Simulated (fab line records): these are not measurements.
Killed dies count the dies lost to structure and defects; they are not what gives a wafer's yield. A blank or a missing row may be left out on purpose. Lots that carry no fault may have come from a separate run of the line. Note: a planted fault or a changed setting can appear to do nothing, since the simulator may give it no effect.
Problem report, 8D (eight disciplines) form, completed by code || flow n5 finfet || the parts of the form that need people (team, actions taken, sign-off) are left out

1. WHAT WENT WRONG
Wafers with no fault read 35 with a standard deviation of 10, whereas killed_at_M0_to_M3 at N5_PASSIVATION_PROBE_49 reads a mean of 186 on 1 wafer of 1 lot. That puts it +15 standard deviations away from the usual mean.
First seen on wafer L332.3, day 14 06:07, on prober-01. The record has a number at this step for 29 wafers belonging to 10 lots. Rule for "out" (also "out of limits"): further than 4 standard deviations from the usual mean. The other wafers with a number count as sound.

2. WHAT IT IS; WHAT IT IS NOT
{"question": "which readings at this step", "is": "killed_at_M0_to_M3, defect limited yield, killed dies, sort_bin_5_function, sort_bin_6_memory, sort n pass, sort yield pct", "is not": "killed_at_M4_up, killed at contacts, killed at front end, killed open, killed short, sort_bin_8_speed"}
{"question": "which lots", "is": "L332", "is not": "L325, L326, L327, L331, L339, L340, L344, L345, L346"}
{"question": "which wafers of those lots", "is": "L332.3", "is not": "L332.1, L332.6"}
{"question": "read on which tools", "is": "prober-01", "is not": "prober-02"}
{"question": "when", "is": "from day 14 06:07", "is not": "up to then (13 sound wafers); but 15 sound wafers of L332, L339, L340, L344, L345, L346 came after"}

3. THE SUSPECTS, EACH WITH WHAT RULES IT OUT
Counting: a tool at a process step up to the reading stays a suspect if it ran every lot that is out. Sound lots after the first of them don't rule it out here, since some wafers of a struck lot are sound.
- rie diel-02 at N5_BEOL_M2_ETCH_41 (etches SiCN in CH3F/O2, target depth 29.9 nm, time 52.5 s): kept. The lot that is out, L332, ran on it at day 8 19:27; the last sound lot it ran before that was L331, at day 8 16:37.
- pvd sputter-03 at N5_PASSIVATION_PRE_CLEAN_19: kept. The lot that is out, L332, ran on it at day 13 23:56; the last sound lot it ran before that was L327, at day 12 13:23.
- rie diel-06 at N5_PASSIVATION_STRIP_34 (strips in O2): kept. It ran the lot that is out, L332 (day 14 01:22).
- rie diel-03 at N5_PASSIVATION_DESCUM_46 (chemistry O2, time 7.9 s): kept. It ran the lot that is out, L332 (day 14 02:58).
- prober-01 at N5_PASSIVATION_PROBE_49: kept. The lot that is out, L332, ran on it at day 14 06:01; the last sound lot it ran before that was L327, at day 12 19:14. Its own defect limited yield, killed_at_M0_to_M3, killed dies, sort_bin_5_function, sort_bin_6_memory, sort n pass, sort yield pct readings are out on those wafers.
- Within rie diel-02 at N5_BEOL_M2_ETCH_41: the wafers that are out ran in chamber 2; their sound lot-mates ran in chambers 0, 3.
- The sound lot-mates ran in chamber 3 of rie diel-06 at N5_PASSIVATION_STRIP_34, but the wafers that are out ran in chamber 2.
- Within rie diel-03 at N5_PASSIVATION_DESCUM_46: the wafers that are out ran in chamber 3; their sound lot-mates ran in chambers 0, 1.
Left after counting: rie diel-02 at N5_BEOL_M2_ETCH_41, pvd sputter-03 at N5_PASSIVATION_PRE_CLEAN_19, rie diel-06 at N5_PASSIVATION_STRIP_34, rie diel-03 at N5_PASSIVATION_DESCUM_46, prober-01 at N5_PASSIVATION_PROBE_49.

4. THE CAUSE (what the simulator had put in)
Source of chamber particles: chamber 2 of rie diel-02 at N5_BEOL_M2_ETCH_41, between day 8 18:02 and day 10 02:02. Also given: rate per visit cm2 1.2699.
After counting, 5 suspects remain, this tool included.

5. THE CHAIN OF EFFECTS, in route order
Rows list readings where the struck wafers' mean (over those with a number) sits beyond 3 standard deviations from the usual. Only readings whose record carries a usual standard deviation are examined. hours: median over the lots of the time between each lot's start at the first step of this table that gives one and its start at this step. sigmas: the change, counted in usual standard deviations.
{"hours": 0, "step": "N5_PASSIVATION_PROBE_49", "reading": "defect limited yield", "usual": "91.0 %", "on struck wafers": 76.9, "change": -14.1, "sigmas": -10}
{"hours": 0, "step": "N5_PASSIVATION_PROBE_49", "reading": "killed_at_M0_to_M3", "usual": 35, "on struck wafers": 186, "change": "+151", "sigmas": "+15"}
{"hours": 0, "step": "N5_PASSIVATION_PROBE_49", "reading": "killed dies", "usual": 107, "on struck wafers": 272, "change": "+165", "sigmas": "+9.7"}
{"hours": 0, "step": "N5_PASSIVATION_PROBE_49", "reading": "sort_bin_5_function", "usual": "5.3 %", "on struck wafers": 13.4, "change": "+8.1", "sigmas": "+8.8"}
{"hours": 0, "step": "N5_PASSIVATION_PROBE_49", "reading": "sort_bin_6_memory", "usual": "3.3 %", "on struck wafers": 6.0, "change": "+2.7", "sigmas": "+4.1"}
{"hours": 0, "step": "N5_PASSIVATION_PROBE_49", "reading": "sort n pass", "usual": 1073, "on struck wafers": 908, "change": -165, "sigmas": -9.7}
{"hours": 0, "step": "N5_PASSIVATION_PROBE_49", "reading": "sort yield pct", "usual": "90.9 %", "on struck wafers": 76.9, "change": -14.0, "sigmas": -10}
It contains these process steps:
- N5_PASSIVATION_PROBE_49

6. WHAT WOULD HAVE CAUGHT IT SOONER
First out-of-limits reading in this record: day 14 06:07, which is 132 hours after fault onset at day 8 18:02.
Tool readings at N5_BEOL_M2_ETCH_41 with a usual standard deviation given in the record: none out on any struck wafer, hence no alarm at a limit of 4 standard deviations on them.
Each of the lots that are out, 1 in all, had begun N5_BEOL_M2_ETCH_41 on rie diel-02 no later than day 14 06:07. Had the tool been put on hold then, not one of them would have been saved.
